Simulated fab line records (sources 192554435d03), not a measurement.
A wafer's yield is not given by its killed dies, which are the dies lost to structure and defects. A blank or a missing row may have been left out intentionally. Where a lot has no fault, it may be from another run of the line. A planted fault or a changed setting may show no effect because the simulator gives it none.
A single fault, viewed from 2 desks	flow n5 finfet	only its own numbers are on each desk; what lay behind them is given at the end

## THE DEFECT DESK
Counts from the inspections along the route, per lot, as means over the sampled wafers that have a number. A lot is out of limits, marked OUT, if its mean lies more than 4 standard deviations from the usual mean; the brackets give that distance.
Columns: A = raw defect count at N5_BEOL_M11_INSPECT_30, usual 393
lot	first seen here	A
L594	day 10 04:22	260
L596	day 11 00:47	437
L601	day 12 00:36	348
L599	day 12 03:32	530
L600	day 12 03:43	435
L604	day 13 10:03	380
L605	day 13 13:31	308
L607	day 14 05:13	354
L611	day 14 17:35	352
L613	day 15 10:26	341
L612	day 15 10:36	297
Result from this desk: across the 11 lots, nothing is out of limits.

## DESK OF THE TOOL OWNER: rie diel-05
The tool's own readings at N5_BEOL_M11_VIA_ETCH_34 (etches SiCOH lowk in C4F6/O2, target depth 184.5 nm, time 69.2 s): means of the sampled wafers that have a number, for each lot that ran on this tool. A lot is out of limits, marked OUT, if its mean lies more than 4 standard deviations from the usual mean; the brackets give that distance.
Columns: A = drypump motor current A at N5_BEOL_M11_VIA_ETCH_34, usual 5.7 A; B = oes_f_703_au at N5_BEOL_M11_VIA_ETCH_34, usual 0.79 a.u.; C = oes product au at N5_BEOL_M11_VIA_ETCH_34, usual 0.79 a.u.; D = rf vpp V at N5_BEOL_M11_VIA_ETCH_34, usual 664 V; E = run length s at N5_BEOL_M11_VIA_ETCH_34, usual 92.5 s; F = showerhead plenum p Torr at N5_BEOL_M11_VIA_ETCH_34, usual 2.86 Torr; G = throttle valve pct at N5_BEOL_M11_VIA_ETCH_34, usual 21.04 %
lot	first seen here	A	B	C	D	E	F	G
L594	day 10 04:37	5.9	0.75	0.77	676	92.3	2.91	21.23
L601	day 12 00:51	5.6	0.76	0.75	655	92.8	2.90	21.31
L599	day 12 03:47	5.8	0.75	0.77	674	92.4	2.88	21.16
L604	day 13 10:17	5.8	0.75	0.76	674	97.7 (+12) OUT	2.88	21.17
L605	day 13 13:45	5.0	0.77	0.76	644	97.5 (+11) OUT	2.85	21.44
L607	day 14 05:28	5.5	0.77	0.76	644	103.6 (+25) OUT	2.85	21.26
This desk finds L604, L605, L607 out of limits, L604 being first, at day 13 10:17 (run length s at N5_BEOL_M11_VIA_ETCH_34). Within limits: L594, L601, L599.

## BROUGHT TOGETHER
An alarm could have come from the tool owner's desk at day 13 10:17, on L604, L605, L607.
The defect desk saw nothing out of limits.
The defect desk has L604, L605, L607 on record, within its limits.
Every lot named ran N5_BEOL_M11_VIA_ETCH_34 on rie diel-05.

## WHAT THE SIMULATOR PUT IN
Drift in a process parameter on rie diel-05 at N5_BEOL_M11_VIA_ETCH_34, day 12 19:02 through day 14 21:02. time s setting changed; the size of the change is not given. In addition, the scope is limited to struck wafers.
Lots struck among those shown: L604, L605, L607.
Each desk's first reading out of limits, in hours after the fault started: the tool owner's desk, 15.
